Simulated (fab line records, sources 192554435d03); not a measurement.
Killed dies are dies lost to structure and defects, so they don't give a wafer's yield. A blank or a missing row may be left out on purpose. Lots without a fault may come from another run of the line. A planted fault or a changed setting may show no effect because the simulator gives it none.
fab line records | flow n5_finfet
record lots=7 wafers=39
route steps=1938 shown FIN_SAQP@108 DUMMY_GATE@246
start_h: hours from the record's first day to the start of the lot's first wafer shown | wait_h: hours since the lot's step before | " the same as in the row above | L1.1+2: a row that stands for several wafers | - no value, or no start given | * or withheld: withheld | < > ~ a bound
route shown NAME@n: a module of which the file shows steps, and the number in the route of the first | usual: mean/standard deviation of fault-free wafers | same: alike in all rows | chamber/n: place in a boat | sites: the reading at each site | _std_site: their standard deviation | _edge_site: outer sites' mean less inner sites' | radius_mm: how far each site lies from the wafer's centre | mask NAME#n: copy n | behind: the tool/chamber that last shaped the wafer | hold: why the lot was held/for how many hours/how that ended | device: the transistor (n, p or np) that didn't switch | end of line: the same wafers' tests at the end of the route | a step without rows: its recipe alone | killed: dies lost to structure and defects at the first sort, not the wafer's yield | map: a wafer's dies, x killed, . not, _ none there
set.NAME: the setting as run; set.NAME@STEP: as run at that earlier step | model.NAME: the simulator's own value behind a step, which no gauge read
lots whose settings were changed on purpose; a table a step, a row a wafer
## steps
# step N5_FIN_SAQP_EXPOSE_13
# recipe mask_id=FIN_CORE na=1.35 source_shape=dipole sigma_inner=0.538 sigma_outer=0.738 polarization=te target_cd_nm=35.6 dose_mj=63.25
# columns lot.wafer tool chamber start_h wait_h mask set.dose_mj
L076.1+2+5 arfi_scanner-01 0 34.21 - FIN_CORE#0 63.25
L076.3+4+6 " 0 " " FIN_CORE#0 67.92
L080.1+2+6 arfi_scanner-03 0 57.64 - FIN_CORE#0 63.25
L080.3+4+5 " 0 " " FIN_CORE#0 64.84
L081.1+2+3+4+5+6 arfi_scanner-01 0 65.49 - FIN_CORE#0 63.25
L082.1+2+3 arfi_scanner-02 0 69.45 - FIN_CORE#0 60.36
L082.4+5+6 " 0 " " FIN_CORE#0 63.25
L087.1+2+3+4+5+6 arfi_scanner-01 0 98.88 - FIN_CORE#0 63.25
L094.2+3+4 arfi_scanner-02 0 142.38 - FIN_CORE#0 63.25
L095.1+2+5 arfi_scanner-01 0 148.06 - FIN_CORE#0 63.25
L095.3+4+6 " 0 " " FIN_CORE#0 58.88
# step N5_FIN_SAQP_PEB_14
# recipe peb_temp_c=withheld peb_time_s=60 resist=CAR-ArF
# step N5_FIN_SAQP_DEVELOP_15
# recipe develop_time_s=30 developer=TMAH resist=CAR-ArF dev_temp_c=23 rinse_liquid=diw dry=air_spin
# step N5_FIN_SAQP_CD_MEAS_16
# recipe target_cd_nm=35.6 landing_energy_ev=500 detector=se_inlens
# usual cd_nm=35.6/0.4
# columns lot.wafer tool chamber start_h wait_h set.dose_mj@FIN_SAQP_EXPOSE_13 cd_nm
L076.1 cd_sem-03 0 34.33 - 63.25 35.9
L076.2 " 0 " " 63.25 35.3
L076.3 " 0 " " 67.92 33.2
L076.4 " 0 " " 67.92 33.1
L076.5 " 0 " " 63.25 35.5
L076.6 " 0 " " 67.92 33.3
L080.1 cd_sem-02 0 57.77 - 63.25 35.6
L080.2 " 0 " " 63.25 34.9
L080.3 " 0 " " 64.84 34.8
L080.4 " 0 " " 64.84 34.9
L080.5 " 0 " " 64.84 34.5
L080.6 " 0 " " 63.25 34.8
L081.1 cd_sem-03 0 65.62 - 63.25 35.3
L081.2 " 0 " " 63.25 35.5
L081.3 " 0 " " 63.25 35.6
L081.4 " 0 " " 63.25 35.8
L081.5 " 0 " " 63.25 35.4
L081.6 " 0 " " 63.25 35.3
L082.1 cd_sem-01 0 69.58 - 60.36 36.9
L082.2 " 0 " " 60.36 37.7
L082.3 " 0 " " 60.36 37.2
L082.4 " 0 " " 63.25 34.9
L082.5 " 0 " " 63.25 35.6
L082.6 " 0 " " 63.25 35.6
L087.1 cd_sem-01 0 99.01 - 63.25 36.5
L087.2 " 0 " " 63.25 36.1
L087.3 " 0 " " 63.25 35.2
L087.4 " 0 " " 63.25 35.6
L087.5 " 0 " " 63.25 36.0
L087.6 " 0 " " 63.25 35.8
L094.2 cd_sem-02 0 142.51 - 63.25 35.1
L094.3 " 0 " " 63.25 35.4
L094.4 " 0 " " 63.25 35.3
L095.1 cd_sem-03 0 148.18 - 63.25 35.4
L095.2 " 0 " " 63.25 35.4
L095.3 " 0 " " 58.88 37.3
L095.4 " 0 " " 58.88 37.1
L095.5 " 0 " " 63.25 35.6
L095.6 " 0 " " 58.88 37.4
# step N5_DUMMY_GATE_ETCH_32
# recipe chemistry=CF4 target=SiO2 target_depth_a=35 time_s=3.9 ion_energy_ev=350 pressure_mtorr=10 icp_w=800 bias_w=400 cf4_flow_sccm=80
# columns lot.wafer tool chamber start_h wait_h set.time_s model.etch.depth_nm
L076.1 rie_si-04 1 58.74 0.1 4.647 4.098
L076.2 " 3 " " 3.9 3.39
L076.3 " 2 " " 4.647 4.016
L076.4 " 0 " " 3.9 3.31
L076.5 " 0 " " 4.647 3.958
L076.6 " 3 " " 3.9 3.398
L080.1 rie_si-02 0 85.02 0.1 3.9 3.478
L080.2 " 3 " " 3.9 3.538
L080.3 " 1 " " 3.9 3.684
L080.4 " 0 " " 3.9 3.445
L080.5 " 3 " " 3.9 3.539
L080.6 " 1 " " 3.9 3.71
L081.1 rie_si-05 2 90.12 0.1 3.9 3.681
L081.2 " 0 " " 3.9 3.273
L081.3 " 1 " " 3.9 3.35
L081.4 " 3 " " 3.9 3.545
L081.5 " 1 " " 3.9 3.361
L081.6 " 0 " " 3.9 3.294
L082.1 rie_si-05 3 93.95 0.1 3.9 3.507
L082.2 " 0 " " 3.9 3.239
L082.3 " 2 " " 3.9 3.664
L082.4 " 1 " " 3.9 3.328
L082.5 " 2 " " 3.9 3.64
L082.6 " 1 " " 3.9 3.354
L087.1 rie_si-04 3 123.56 0.1 3.9 3.407
L087.2 " 1 " " 3.9 3.403
L087.3 " 2 " " 3.049 2.665
L087.4 " 0 " " 3.9 3.308
L087.5 " 0 " " 3.049 2.61
L087.6 " 3 " " 3.049 2.647
L094.2 rie_si-02 2 169.27 0.1 3.9 3.422
L094.3 " 1 " " 3.9 3.698
L094.4 " 0 " " 3.9 3.421
L095.1 rie_si-02 3 172.64 0.1 3.194 2.895
L095.2 " 2 " " 3.194 2.822
L095.3 " 0 " " 3.9 3.457
L095.4 " 1 " " 3.194 3.039
L095.5 " 0 " " 3.9 3.438
L095.6 " 1 " " 3.9 3.677
## key
split step=N5_FIN_SAQP_EXPOSE_13 setting=dose_mj stated=63.25 by=wafer
response step=N5_FIN_SAQP_CD_MEAS_16 reading=cd_nm change=-0.307 per=1% r=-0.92
split step=N5_DUMMY_GATE_ETCH_32 setting=time_s stated=3.9 by=wafer
response step=N5_DUMMY_GATE_ETCH_32 reading=model.etch.depth_nm change=+0.0338 per=1% r=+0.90
